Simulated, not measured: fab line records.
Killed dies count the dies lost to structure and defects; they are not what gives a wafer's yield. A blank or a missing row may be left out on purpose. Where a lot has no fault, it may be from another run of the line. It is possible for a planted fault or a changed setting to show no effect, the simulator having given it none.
Chamber matching	flow n5-finfet	N5_BEOL_M0_SAQP_ETCH_101 on rie-diel-03: 4 sister chambers
The step etches SiNx in CH3F/O2, target depth 29.9 nm, time 42.7 s. 8 wafers are shown with their chamber, then 10 later ones without.

WAFERS PAIRED WITH THEIR CHAMBERS
wafer	chamber	showerhead-plenum-p-Torr (Torr)	rf-vpp-V (V)
L077.1	1	2.08	300.2
L077.5	1	2.08	300.4
L085.2	2	2.08	296.1
L085.6	0	2.06	300.4
L087.5	0	2.06	300.1
L087.6	3	1.85	294.9
L088.2	3	1.84	295.3
L088.3	2	2.08	296.6

WAFERS MISSING THEIR CHAMBER
wafer	showerhead-plenum-p-Torr (Torr)	rf-vpp-V (V)
L088.5	2.05	299.5
L090.1	1.84	294.8
L090.3	2.07	301.3
L090.6	2.07	295.9
L091.4	2.07	301.2
L091.5	2.05	300.0
L091.6	1.84	296.2
L096.2	1.84	296.1
L096.3	2.05	299.4
L096.6	2.05	299.3

WHICH CHAMBER EACH WENT THROUGH
wafer	from the rows above	in truth
L088.5	0	0
L090.1	3	3
L090.3	can't be placed: 1 or 0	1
L090.6	2	2
L091.4	can't be placed: 1 or 0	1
L091.5	0	0
L091.6	3	3
L096.2	3	3
L096.3	0	0
L096.6	0	0
8 of 10 placed correctly. Unplaceable from these rows: 2, with the true chamber sitting among the candidates in 2. Placed wrongly: 0.
How it was worked out, from the rows above alone: a wafer's distance from a chamber is the root of the sum, over the readings, of the square of ((its reading less the chamber's mean) divided by the reading's scatter). The wafer belongs to the nearest chamber; if the next one is less than 2 further off, it can't be placed. The mean given for a chamber averages the wafers shown for that chamber. The scatter: the root of (the sum of the squares of (reading less its chamber's mean) over the shown wafers, divided by (wafers less chambers)).
